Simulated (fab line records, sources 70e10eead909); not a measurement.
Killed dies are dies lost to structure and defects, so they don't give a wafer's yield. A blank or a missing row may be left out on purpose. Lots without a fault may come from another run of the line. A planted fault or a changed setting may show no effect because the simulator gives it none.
One fault seen from 2 desks | flow nand_harc | each desk has only its own numbers; what lay behind them comes last

THE TOOL OWNER'S DESK: ald_metal-01
The tool's own readings at NHARC_A_CONTACT_ALD_18 (deposits TiN, target thk 3 nm, pulse time 1 s, ald cycles 150): means of the sampled wafers that have a number, for each lot that ran on this tool. A lot is out of limits, marked OUT, if its mean lies more than 4 standard deviations from the usual mean; the brackets give that distance.
Columns: A = heater_power_w at NHARC_A_CONTACT_ALD_18, usual 1109 W; B = precursor_pulse_height_rel at NHARC_A_CONTACT_ALD_18, usual 1.000
lot  | first seen here | A    | B
L690 | day 26 08:31    | 1123 | 0.985
L691 | day 26 14:29    | 1110 | 1.001
L695 | day 28 04:26    | 1177 | 1.000
L703 | day 31 12:44    | 1088 | 1.002
This desk's finding: nothing out of limits on any of the 4 lots.

THE METROLOGY DESK
What the gauges read, lot by lot, whatever tool the lot ran on: means of the sampled wafers that have a number. A lot is out of limits, marked OUT, if its mean lies more than 4 standard deviations from the usual mean; the brackets give that distance.
Columns: A = cd_nm at NHARC_A_CONTACT_CD_MEAS_08, usual 200.1 nm
lot  | first seen here | A
L683 | day 22 19:45    | 199.5
L687 | day 24 00:24    | 200.3
L686 | day 24 02:01    | 199.6
L689 | day 24 19:11    | 200.4
L690 | day 26 04:11    | 200.4
L691 | day 26 10:05    | 199.7
L695 | day 27 23:41    | 199.4
L699 | day 29 18:39    | 200.4
L701 | day 29 22:19    | 200.4
L700 | day 30 00:16    | 199.8
L703 | day 31 08:11    | 199.8
L704 | day 31 14:34    | 200.4
L705 | day 32 01:14    | 200.4
This desk's finding: nothing out of limits on any of the 13 lots.

PUT TOGETHER
The tool owner's desk saw nothing out of limits.
The metrology desk saw nothing out of limits.

WHAT THE SIMULATOR HAD PUT IN
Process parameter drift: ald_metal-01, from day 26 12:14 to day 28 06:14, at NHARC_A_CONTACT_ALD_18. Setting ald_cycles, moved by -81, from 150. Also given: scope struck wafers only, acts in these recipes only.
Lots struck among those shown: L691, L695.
